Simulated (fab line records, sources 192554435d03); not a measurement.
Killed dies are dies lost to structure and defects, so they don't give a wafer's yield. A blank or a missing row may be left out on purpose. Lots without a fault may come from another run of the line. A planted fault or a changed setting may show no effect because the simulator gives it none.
fab line records | flow n5_finfet
record lots=7 wafers=19 last_day=17
route steps=1938 shown START@1 ZERO_LAYER@2 BEOL_M4@1111
lots that met no fault: from a run of the same line without faults
start_h: hours from the record's first day to the start of the lot's first wafer shown | wait_h: hours since the lot's step before | " the same as in the row above | L1.1+2: a row that stands for several wafers | - no value, or no start given | * or withheld: withheld | < > ~ a bound
route shown NAME@n: a module of which the file shows steps, and the number in the route of the first | usual: mean/standard deviation of fault-free wafers | same: alike in all rows | chamber/n: place in a boat | sites: the reading at each site | _std_site: their standard deviation | _edge_site: outer sites' mean less inner sites' | radius_mm: how far each site lies from the wafer's centre | mask NAME#n: copy n | behind: the tool/chamber that last shaped the wafer | hold: why the lot was held/for how many hours/how that ended | device: the transistor (n, p or np) that didn't switch | end of line: the same wafers' tests at the end of the route | a step without rows: its recipe alone | killed: dies lost to structure and defects at the first sort, not the wafer's yield | map: a wafer's dies, x killed, . not, _ none there
set.NAME: the setting as run; set.NAME@STEP: as run at that earlier step | model.NAME: the simulator's own value behind a step, which no gauge read
lots at some steps of the route; a table a step, a row a wafer
services: from which hour (start_h, from the record's first day; less than 0 if before it) a tool's chamber was out of use, for how many hours, and why
## steps
# step N5_START_INSPECT_01
# recipe inspect_instrument=unpatterned_scan mode=incoming
# usual raw_defect_count=5.8/2.7
# columns lot.wafer tool chamber start_h wait_h raw_defect_count
L913.1 defect_inspect-02 - 24.03 - 8
L913.2 " - " " 4
L913.6 " - " " 4
L916.3 defect_inspect-02 - 42.03 - 8
L916.4 " - " " 6
L916.6 " - " " 11
L917.1 defect_inspect-01 - 48.03 - 6
L917.4 " - " " 5
L917.5 " - " " 10
L919.3 defect_inspect-02 - 60.03 - 6
L919.6 " - " " 5
L922.1 defect_inspect-02 - 78.03 - 11
L922.4 " - " " 2
L929.1 defect_inspect-01 - 120.03 - 4
L929.3 " - " " 5
L929.6 " - " " 4
L934.1 defect_inspect-01 - 150.03 - 3
L934.2 " - " " 7
L934.5 " - " " 7
# step N5_ZERO_LAYER_PRECLEAN_00
# recipe chemistry=SPM time_s=600 temp_c=120 mix=4:1
# step N5_ZERO_LAYER_SRD_01
# recipe time_s=30 temp_c=23 rinse_liquid=diw dry=n2_spin spin_rpm=1500 dry_time_s=30
# step N5_ZERO_LAYER_PECVD_02
# recipe material=SiO2 target_thk_a=100 temp_c=400 precursor=SiH4/N2O pressure_torr=0.75 rf_w=275 time_s=6
# usual heater_power_w=784/110 showerhead_plenum_p_Torr=8.18/0.12 showerhead_vpp_V=1004/61 susceptor_temp_C=400.01/0.22
# columns lot.wafer tool chamber start_h wait_h heater_power_w showerhead_plenum_p_Torr showerhead_vpp_V susceptor_temp_C model.SiO2_of_ZERO_LAYER_PECVD_02.thk_nm
L913.1 pecvd-04 2 24.28 0.0 772 8.07 961 399.73 9.986
L913.2 " 0 " " 1099 8.05 917 400.21 9.87
L913.6 " 2 " " 800 8.07 966 400.16 10.07
L916.3 pecvd-01 0 42.28 0.0 720 8.21 928 399.69 9.815
L916.4 " 2 " " 750 8.33 979 400.11 10.25
L916.6 " 1 " " 704 8.10 1005 400.04 10.07
L917.1 pecvd-01 1 48.28 0.0 784 8.11 1016 399.90 9.849
L917.4 " 1 " " 766 8.11 1016 - 9.073
L917.5 " 2 " " 711 8.30 988 399.89 10.05
L919.3 pecvd-01 2 60.47 0.0 727 8.31 968 400.28 10.1
L919.6 " 1 " " 736 8.11 999 - 9.267
L922.1 pecvd-01 0 78.28 0.0 838 8.20 926 399.70 9.947
L922.4 " 0 " " 824 8.20 920 - 9.181
L929.1 pecvd-03 0 120.32 0.0 630 8.30 1103 399.53 10.18
L929.3 " 1 " " 845 8.20 1067 400.34 10.11
L929.6 " 0 " " 640 8.32 1089 399.59 10.36
L934.1 pecvd-03 1 150.28 0.0 760 8.18 1066 400.25 9.924
L934.2 " 2 " " 760 8.23 1079 400.05 9.729
L934.5 " 1 " " 724 8.20 1070 400.01 10.12
# step N5_ZERO_LAYER_HMDS_04
# recipe time_s=60 temp_c=120
# step N5_BEOL_M4_RC_MEAS_101
# usual DIBL_N=36.9/2.1 DIBL_P=37.1/2.5 IOFF_N=0.17/0.039 IOFF_P=0.23/0.043 ION_N=673/15 ION_P=462/9.1 SS_N=71.8/0.69 SS_P=73.6/0.74 VT_N=250/3.6 VT_P=-249.7/2.9
# columns lot.wafer tool chamber start_h wait_h DIBL_N[mV/V] DIBL_P[mV/V] IOFF_N[nA/um] IOFF_P[nA/um] ION_N[uA/um] ION_P[uA/um] SS_N[mV/dec] SS_P[mV/dec] VT_N[mV] VT_P[mV]
L913.1 prober-02 0 180.91 0.0 36.0 36.5 0.17 0.22 672 467 72.1 72.5 250 -250.1
L913.2 " 0 " " 34.6 35.6 0.14 0.20 663 459 71.0 72.8 253 -251.5
L913.6 " 0 " " 36.7 38.2 0.17 0.23 665 460 72.5 73.6 250 -249.4
L916.3 prober-01 0 196.06 0.3 38.3 36.5 0.16 0.22 658 450 72.4 74.1 251 -251.2
L916.4 " 0 " " 37.4 36.7 0.14 0.22 657 462 71.4 73.4 253 -248.2
L916.6 " 0 " " 36.7 35.7 0.13 0.21 648 461 71.1 72.9 252 -249.5
L917.1 prober-01 0 198.18 0.0 39.4 40.2 0.21 0.28 685 467 72.0 73.8 248 -244.5
L917.4 " 0 " " 36.7 37.0 0.14 0.22 651 444 71.8 72.9 253 -250.8
L917.5 " 0 " " 38.8 39.3 0.19 0.26 667 462 71.9 73.0 249 -246.6
L919.3 prober-02 0 218.73 0.3 38.5 40.7 0.24 0.30 679 464 72.9 74.2 244 -243.8
L919.6 " 0 " " 39.2 41.6 0.26 0.32 699 472 72.9 75.1 241 -246.1
L922.1 prober-01 0 241.76 0.0 37.3 37.2 0.17 0.24 664 458 72.1 73.9 249 -249.1
L922.4 " 0 " " 36.8 35.8 0.17 0.23 668 461 71.5 73.7 253 -248.0
L929.1 prober-01 0 279.40 0.0 34.8 34.5 0.13 0.16 670 456 71.0 72.6 255 -254.5
L929.3 " 0 " " 34.7 35.2 0.12 0.17 648 450 71.9 73.1 256 -254.4
L929.6 " 0 " " 35.3 34.9 0.13 0.16 640 442 71.6 72.8 256 -255.4
L934.1 prober-01 0 302.17 0.0 33.8 34.9 0.13 0.20 674 471 71.3 73.2 253 -249.9
L934.2 " 0 " " 36.7 38.8 0.19 0.27 696 485 71.8 74.3 246 -246.4
L934.5 " 0 " " 36.2 37.2 0.18 0.25 694 476 71.3 73.7 246 -244.1
## services
# columns tool chamber start_h hours kind
pecvd-03 1 6.68 5.5 scheduled_down
pecvd-04 1 13.83 17.6 repair
pecvd-04 - 87.24 0.4 repair
pecvd-03 0 91.11 2.1 scheduled_down
pecvd-01 1 99.56 51.8 repair
pecvd-03 0 121.53 5.5 scheduled_down
pecvd-03 0 147.55 3.9 repair
## key
first_sign none at tools or gauges
model_effect step=N5_ZERO_LAYER_PECVD_02 value=SiO2_of_ZERO_LAYER_PECVD_02.thk_nm without=10.11 struck=9.174
met_at N5_ZERO_LAYER_PECVD_02
struck_wafers L917.4,L919.6,L922.4
onset_between 42.28 48.28
fault kind=process_parameter_drift tool=pecvd-01 chamber=- onset_h=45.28 steps=N5_ZERO_LAYER_PECVD_02 channel=time_s offset=* shape=step end_h=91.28 scope=struck_wafers_only acts_in=* stated=*
